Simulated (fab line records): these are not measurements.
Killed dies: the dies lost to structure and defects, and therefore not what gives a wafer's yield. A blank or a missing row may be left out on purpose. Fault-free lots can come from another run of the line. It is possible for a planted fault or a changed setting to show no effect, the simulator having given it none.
The same fault as seen by 3 desks | flow nand harc | only its own numbers are on each desk; what lay behind them is given at the end

## FOR THE TOOL OWNER'S DESK: cmp-02
The tool's own readings at NHARC_P_M2_CMP_23 (polishes, t overpolish 20 s, target thk 144.3 nm): means of the sampled wafers that have a number, for each lot that ran on this tool. Any lot whose mean is over 4 standard deviations away from the usual mean is out of limits and marked OUT; that distance is given in the brackets.
Columns: A = edge zone pressure frac at NHARC_P_M2_CMP_23, usual 1.000; B = motor current A at NHARC_P_M2_CMP_23, usual 11.7 A; C = pad life wafers at NHARC_P_M2_CMP_23, usual 177; D = time to endpoint s at NHARC_P_M2_CMP_23, usual 29.7 s
lot  | first seen here | A     | B    | C   | D
L182 | day 6 10:20     | 0.997 | 11.4 | 302 | 28.1
L184 | day 7 20:13     | 1.000 | 12.4 | 62  | 26.5
L187 | day 8 17:59     | 0.997 | 12.8 | 122 | 26.0
L190 | day 10 00:25    | 1.004 | 12.3 | 193 | 26.2
L198 | day 13 06:10    | 0.998 | 12.0 | 193 | 29.0
L200 | day 13 21:53    | 1.000 | 10.8 | 248 | 29.1
This desk found nothing out of limits on any of the 6 lots.

## THE METROLOGY DESK
What the gauges read for every lot (on any tool): the sampled wafers with a number, averaged. Any lot whose mean is over 4 standard deviations away from the usual mean is out of limits and marked OUT; that distance is given in the brackets.
Columns: A = thk nm at NHARC_P_M2_THK_MEAS_24, usual 144.5 nm
lot  | first seen here | A
L182 | day 6 10:37     | 145.0
L183 | day 7 02:17     | 143.7
L184 | day 7 20:28     | 143.6
L187 | day 8 18:18     | 142.5
L190 | day 10 00:43    | 143.2
L197 | day 12 16:28    | 145.4
L198 | day 13 06:28    | 145.2
L199 | day 13 15:46    | 143.9
L200 | day 13 22:11    | 143.4
L202 | day 14 13:37    | 144.0
L203 | day 15 02:11    | 142.9
L205 | day 16 04:39    | 144.0
This desk found nothing out of limits on any of the 12 lots.

## THE DEFECT DESK
Counts from the inspections along the route, per lot, as means over the sampled wafers that have a number. Any lot whose mean is over 4 standard deviations away from the usual mean is out of limits and marked OUT; that distance is given in the brackets.
Columns: A = raw defect count at NHARC_P_M1_INSPECT_27, usual 330
lot  | first seen here | A
L182 | day 6 06:35     | 391
L183 | day 6 21:56     | 251
L184 | day 7 16:20     | 323
L187 | day 8 14:15     | 356
L190 | day 9 20:36     | 315
L197 | day 12 12:29    | 380
L198 | day 13 02:25    | 182
L199 | day 13 11:50    | 430
L200 | day 13 18:13    | 358
L202 | day 14 09:45    | 363
L203 | day 14 22:02    | 251
L205 | day 16 00:33    | 386
This desk found nothing out of limits on any of the 12 lots.

## ALL TOGETHER
The desk of the tool owner found nothing out of limits.
Nothing out of limits was seen by the metrology desk.
Nothing the defect desk looked at was out of limits.

## WHAT THE SIMULATOR HAD INSERTED
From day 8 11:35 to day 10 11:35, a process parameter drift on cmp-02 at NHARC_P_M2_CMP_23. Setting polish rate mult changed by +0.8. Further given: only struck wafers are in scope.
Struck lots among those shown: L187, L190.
